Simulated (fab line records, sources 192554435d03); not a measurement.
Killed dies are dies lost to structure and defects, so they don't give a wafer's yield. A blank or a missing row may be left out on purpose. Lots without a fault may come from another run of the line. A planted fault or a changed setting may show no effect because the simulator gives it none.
Chamber matching | flow n5_finfet | N5_BEOL_M7_ETCH_62 on rie_diel-05: 4 sister chambers
The step etches SOC in N2/H2, target depth 110 nm, overetch 22 nm, time 165 s. 4 wafers are shown with their chamber, then 8 later ones without.

WAFERS WITH THEIR CHAMBER
wafer  | chamber | showerhead_plenum_p_Torr (Torr)
L089.3 | 1       | 2.51
L088.4 | 3       | 2.64
L088.6 | 2       | 2.48
L090.1 | 0       | 2.64

WAFERS WITHOUT THEIR CHAMBER
wafer  | showerhead_plenum_p_Torr (Torr)
L090.5 | 2.64
L090.6 | 2.64
L091.2 | 2.64
L091.3 | 2.51
L091.4 | 2.47
L095.1 | 2.51
L095.3 | 2.63
L095.6 | 2.47

WHICH CHAMBER EACH WENT THROUGH
wafer  | from the rows above     | in truth
L090.5 | can't be placed: 0 or 3 | 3
L090.6 | can't be placed: 0 or 3 | 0
L091.2 | can't be placed: 0 or 3 | 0
L091.3 | 1                       | 1
L091.4 | 2                       | 2
L095.1 | 1                       | 1
L095.3 | can't be placed: 0 or 3 | 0
L095.6 | 2                       | 2
Placed correctly: 4 of 8. Can't be placed from these rows: 4 (the true chamber is among the candidates in 4). Placed wrongly: 0.
How it was worked out, from the rows above alone: a wafer's distance from a chamber is the root of the sum, over the readings, of the square of ((its reading less the chamber's mean) divided by the reading's scatter). The wafer belongs to the nearest chamber; if the next one is less than 2 further off, it can't be placed. A chamber's mean is the mean of its shown wafers. The scatter: with one shown wafer a chamber, the root of the mean of the squares of how far each hidden wafer lies from its nearest shown one.
